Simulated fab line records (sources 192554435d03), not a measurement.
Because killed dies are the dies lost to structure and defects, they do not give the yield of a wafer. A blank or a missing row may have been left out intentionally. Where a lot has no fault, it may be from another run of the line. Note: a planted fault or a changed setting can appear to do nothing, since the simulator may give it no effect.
Lot-split experiment    flow n5Finfet    route with 1938 steps; 7 lots, 39 wafers read

THE SPLIT
At N5_ZERO_LAYER_ETCH_18 (etches Si in HBr/Cl2, target depth 120 nm, time 40 s), the setting targetDepthA was moved away from the recipe's 1200 angstrom on 15 of the 39 wafers read, by -46.8% to +16.1%. All remaining wafers had this setting at the recipe value.

Reading taken at the split's own step.

THE READING
coat_of_ZERO_LAYER_COAT_05.thkNm (the simulator's own value, which no gauge read), in nm, at N5_ZERO_LAYER_ETCH_18 (etches Si in HBr/Cl2, target depth 120 nm, time 40 s). No usual value for it is given in the file. The 24 wafers here that ran the recipe average 933.2 nm, standard deviation 3.3 nm.

wafer   tool, chamber at the split  targetDepthA as run, angstrom  against the recipe  coat_of_ZERO_LAYER_COAT_05.thkNm, nm  against lot-mates on the recipe
L075.1  rieSi-04, 3                 1200                           recipe              934.3                                 -
L075.2  rieSi-04, 0                 1200                           recipe              935.4                                 -
L075.3  rieSi-04, 2                 805.4                          -32.9%              947                                   +12.5
L075.4  rieSi-04, 1                 805.4                          -32.9%              948.8                                 +14.3
L075.5  rieSi-04, 2                 1200                           recipe              933.7                                 -
L075.6  rieSi-04, 1                 805.4                          -32.9%              949.4                                 +14.9
L077.1  rieSi-04, 2                 967.4                          -19.4%              941.7                                 +3.3
L077.2  rieSi-04, 3                 967.4                          -19.4%              942.7                                 +4.3
L077.3  rieSi-04, 1                 1200                           recipe              936.4                                 -
L077.4  rieSi-04, 0                 1200                           recipe              939.8                                 -
L077.5  rieSi-04, 0                 967.4                          -19.4%              947                                   +8.6
L077.6  rieSi-04, 1                 1200                           recipe              938.9                                 -
L079.1  rieSi-01, 3                 1200                           recipe              934                                   -
L079.2  rieSi-01, 0                 1200                           recipe              933.2                                 -
L079.3  rieSi-01, 1                 1200                           recipe              935.2                                 -
L079.4  rieSi-01, 2                 1200                           recipe              935.4                                 -
L079.5  rieSi-01, 3                 1200                           recipe              934.2                                 -
L079.6  rieSi-01, 0                 1200                           recipe              936.5                                 -
L080.1  rieSi-02, 3                 638.6                          -46.8%              948.5                                 +16.6
L080.2  rieSi-02, 1                 1200                           recipe              929.1                                 -
L080.3  rieSi-02, 0                 638.6                          -46.8%              947.9                                 +16.0
L080.4  rieSi-02, 2                 1200                           recipe              934.7                                 -
L080.5  rieSi-02, 2                 638.6                          -46.8%              947.8                                 +15.9
L080.6  rieSi-02, 3                 1200                           recipe              931.9                                 -
L082.1  rieSi-01, 3                 1200                           recipe              934.5                                 -
L082.2  rieSi-01, 2                 1200                           recipe              932.3                                 -
L082.3  rieSi-01, 0                 1393                           +16.1%              929.1                                 -4.4
L082.4  rieSi-01, 1                 1393                           +16.1%              928.6                                 -4.9
L082.5  rieSi-01, 0                 1200                           recipe              933.7                                 -
L082.6  rieSi-01, 3                 1393                           +16.1%              928.4                                 -5.1
L088.1  rieSi-04, 2                 882.2                          -26.5%              939.2                                 +10.5
L088.2  rieSi-04, 1                 1200                           recipe              930                                   -
L088.3  rieSi-04, 3                 1200                           recipe              927                                   -
L088.4  rieSi-04, 0                 882.2                          -26.5%              938.3                                 +9.6
L088.5  rieSi-04, 3                 882.2                          -26.5%              938.3                                 +9.6
L088.6  rieSi-04, 0                 1200                           recipe              929.2                                 -
L094.1  rieSi-04, 2                 1200                           recipe              930.8                                 -
L094.2  rieSi-04, 3                 1200                           recipe              929.3                                 -
L094.5  rieSi-04, 2                 1200                           recipe              927.5                                 -

FIT RESULTS
A straight line over all 39 wafers: coat_of_ZERO_LAYER_COAT_05.thkNm changes by -0.344 nm for each +1% of targetDepthA; r = -0.87; the points scatter about the line by 3.3 nm.
The same after taking each lot's own level away (the mean of its wafers on the recipe; 39 wafers): -0.357 nm for each +1%; r = -0.97; scatter 1.5 nm.
That fit puts the effect of the largest move of targetDepthA on the reading at 17 nm.
The lots' own levels span 928.73 to 938.37 nm, that is 3.0 times the standard deviation above.
So the lot-to-lot level changes the slope little: the two slopes agree.
Check: with one of the wafers moved furthest among these (-46.8%) left out of the fit, the line predicts +16.9 nm for it against its lot-mates. Against them it came out at +16.6 nm.

THE WHOLE CHAIN: every reading that the file lists as answering this split, in the file's order
step                    what it does                                          reading                                                                            change (the file's fit)               r (the file's)
N5_ZERO_LAYER_ETCH_18   etches Si in HBr/Cl2, target depth 120 nm, time 40 s  ZERO_LAYER.featureDepthNm (the simulator's own value, which no gauge read)         +1.18 nm for each +1% of the setting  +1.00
N5_ZERO_LAYER_ETCH_18   etches Si in HBr/Cl2, target depth 120 nm, time 40 s  etch.depthNm (the simulator's own value, which no gauge read)                      +1.18 nm for each +1% of the setting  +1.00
N5_ZERO_LAYER_ETCH_18   etches Si in HBr/Cl2, target depth 120 nm, time 40 s  coat_of_ZERO_LAYER_COAT_05.thkNm (the simulator's own value, which no gauge read)  -0.36 nm for each +1% of the setting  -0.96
N5_ZERO_LAYER_STRIP_24  strips in O2                                          stripTimeToEndpointS                                                               withheld for each +1% of the setting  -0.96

FILE'S OWN FIT
coat_of_ZERO_LAYER_COAT_05.thkNm changes by -0.36 nm for each +1% of targetDepthA, r = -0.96.
